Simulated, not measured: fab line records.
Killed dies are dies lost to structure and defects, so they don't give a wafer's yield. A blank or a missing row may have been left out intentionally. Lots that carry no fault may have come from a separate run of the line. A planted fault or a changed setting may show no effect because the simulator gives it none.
A lot that was struck, set against a sound lot + flow nand harc + 41 steps out of a route of 1302
Sound: wafers L365.1, L365.3, L365.4. Struck: wafers L376.3, L376.5, L376.6. The cause is given at the end.
Order at every step that has rows: each side's tool, ch and its chambers, its first start. Under that, the readings that differ: sound wafers + struck wafers + difference of the means + sigmas: that difference in standard deviations of wafers without a fault.
alike: readings with means less than 2 such deviations apart, plus words and numbers identical on both sides. not compared: withheld readings, readings lacking a value on some wafer, bounds such as >300 that could conceal the same value, and numbers that have no deviation in the record and whose values overlap.
A row with sigmas, a row that says differs or no value, or rows on one side alone: a step with any of these is where the two part. Numbers that don't overlap but have no deviation are shown without sigmas and don't part them. A reading missing from all wafers of one side parts the sides only when that side holds two or more wafers.

first, 1 step without rows for these wafers: NHARC_P_STI_HARDBAKE_13 (time 65 s).
NHARC_P_STI_DESCUM_14: chemistry O2, time 3 s.
  sound on rie diel-11 ch 0,1,2, day 4 01:00; struck on rie diel-08 ch 2,3, day 8 18:01
  alike: drypump motor current A, oes product au, rf vpp V, showerhead plenum p Torr, throttle valve pct
  not compared: rf hours counter h
NHARC_P_STI_ETCH_42: etches the open film in N2/H2, target depth 80 nm, overetch 24 nm, time 61 s.
  sound on rie diel-11 ch 0,1,2, day 4 01:05; struck on rie diel-08 ch 1,2, day 8 18:07
  alike: drypump motor current A, oes product au, rf vpp V, showerhead plenum p Torr, throttle valve pct
  not compared: rf hours counter h
NHARC_P_STI_ETCH_31: etches the open film in CF4/CHF3, target depth 108.9 nm, time 54.5 s.
  sound on rie diel-11 ch 0,1,3; struck on rie diel-08 ch 1,2,3
  alike: drypump motor current A, oes product au, rf vpp V, showerhead plenum p Torr, throttle valve pct
  not compared: rf hours counter h
NHARC_P_STI_ETCH_15: etches the open film in HBr/Cl2, target depth 300 nm, time 100.1 s.
  sound on rie si-01 ch 0,1,2, day 4 01:16; struck on rie si-05 ch 2,3, day 8 18:19
  alike: drypump motor current A, oes product au, throttle valve pct
  not compared: rf hours counter h
NHARC_P_STI_CD_MEAS_16:
  sound on cd sem-03, day 4 01:26; struck on cd sem-01, day 8 18:29
  alike: cd nm
NHARC_P_STI_OCD_MEAS_17:
  sound on ocd-01, day 4 01:31; struck on ocd-02, day 8 18:34
  alike: trench depth nm, trench foot cd nm
then, 3 steps without rows for these wafers: NHARC_P_STI_STRIP_19 (strips in SPM, time 900 s); NHARC_P_STI_PRECLEAN_32 (cleans in SC1); NHARC_P_STI_SRD_23.
NHARC_P_STI_OCD_MEAS_43:
  sound on ocd-02, day 4 02:02; struck on ocd-01, day 8 19:05
| reading              | sound       | struck      | difference | sigmas |
|----------------------|-------------|-------------|------------|--------|
| trench depth nm (nm) | 306 303 298 | 296 295 293 | -8         | -2     |
  alike: trench foot cd nm
then, 1 step without rows for these wafers: NHARC_P_STI_OXIDE_33 (material SiO2, target thk 10 nm, ox time 281 s).
NHARC_P_STI_HDPCVD_20: deposits SiO2.
  sound on hdpcvd-01 ch 0,1, day 4 09:59; struck on hdpcvd-01 ch 0,1, day 9 06:19
then, 1 step without rows for these wafers: NHARC_P_STI_ANNEAL_34 (time 1800 s).
NHARC_P_STI_CMP_21: polishes, t overpolish 20 s, target thk 380.67 nm.
  sound on cmp-02 ch 0,1,3, day 4 19:08; struck on cmp-01 ch 0,1, day 9 15:17
  alike: motor current A, overpolish run s
  not compared: pad life wafers
then, 19 steps without rows for these wafers: NHARC_P_STI_SRD_35; NHARC_P_STI_ETCH_36 (etches SiO2 in dHF, target depth 38.8 nm); NHARC_P_STI_STRIP_24 (strips Si3N4 in H3PO4); NHARC_P_STI_ETCH_37 (etches SiO2 in dHF, target depth 11 nm); NHARC_P_STI_PRECLEAN_38 (cleans in SC1); NHARC_P_STI_SRD_39; NHARC_P_STI_OXIDE_40 (material SiO2, target thk 10 nm, ox time 1362 s); NHARC_P_GATE_ETCH_69 (etches SiO2 in dHF, target depth 14 nm); NHARC_P_GATE_PRECLEAN_70 (cleans in SC1); NHARC_P_GATE_SRD_01; NHARC_P_GATE_OXIDE_02 (material SiO2, target thk 37.5 nm, ox time 365 s); NHARC_P_GATE_DEHYDRATE_03 (time 120 s); NHARC_P_GATE_HMDS_04 (time 30 s); NHARC_P_GATE_COAT_05; NHARC_P_GATE_SOFTBAKE_06 (time 95 s); NHARC_P_GATE_EBR_07; NHARC_P_GATE_EXPOSE_08 (exposes mask P HV); NHARC_P_GATE_PEB_09 (peb time 85 s); NHARC_P_GATE_DEVELOP_10 (time 70 s).
NHARC_P_GATE_CD_MEAS_11: the cd target is 1640 nm.
  sound on cd sem-01 ch 0, day 5 11:46; struck on cd sem-01 ch 0, day 10 12:56
  alike: cd nm
then, 5 steps without rows for these wafers: NHARC_P_GATE_HARDBAKE_12 (time 80 s); NHARC_P_GATE_DESCUM_13 (chemistry O2, time 3 s); NHARC_P_GATE_ETCH_14 (etches SiO2 in dHF, target depth 48.8 nm); NHARC_P_GATE_STRIP_15 (strips in SPM, time 780 s); NHARC_P_GATE_PRECLEAN_71 (cleans in SC1).
-- jump in the record: it breaks off in module P_GATE and resumes in module END (first step shown: number 1302 of the route), and 19 days separate the struck wafers' starts before and after --
NHARC_END_SORT_01:
  sound on prober-01 ch 0, day 24 23:23; struck on prober-01 ch 0, day 29 23:52
| reading             | sound    | struck      | difference | sigmas |
|---------------------|----------|-------------|------------|--------|
| killed at array     | 21 23 22 | 46 56 55    | +30        | +2     |
| killed at periphery | 1 6 5    | 54 65 56    | +54        | +22    |
| killed dies         | 24 30 29 | 101 121 112 | +84        | +6     |
  alike: killed at other, killed open, killed short

## WHERE THEY PART
Last at NHARC_END_SORT_01 as far as this record goes, first at NHARC_P_STI_OCD_MEAS_43.

WHY: the cause the simulator had injected
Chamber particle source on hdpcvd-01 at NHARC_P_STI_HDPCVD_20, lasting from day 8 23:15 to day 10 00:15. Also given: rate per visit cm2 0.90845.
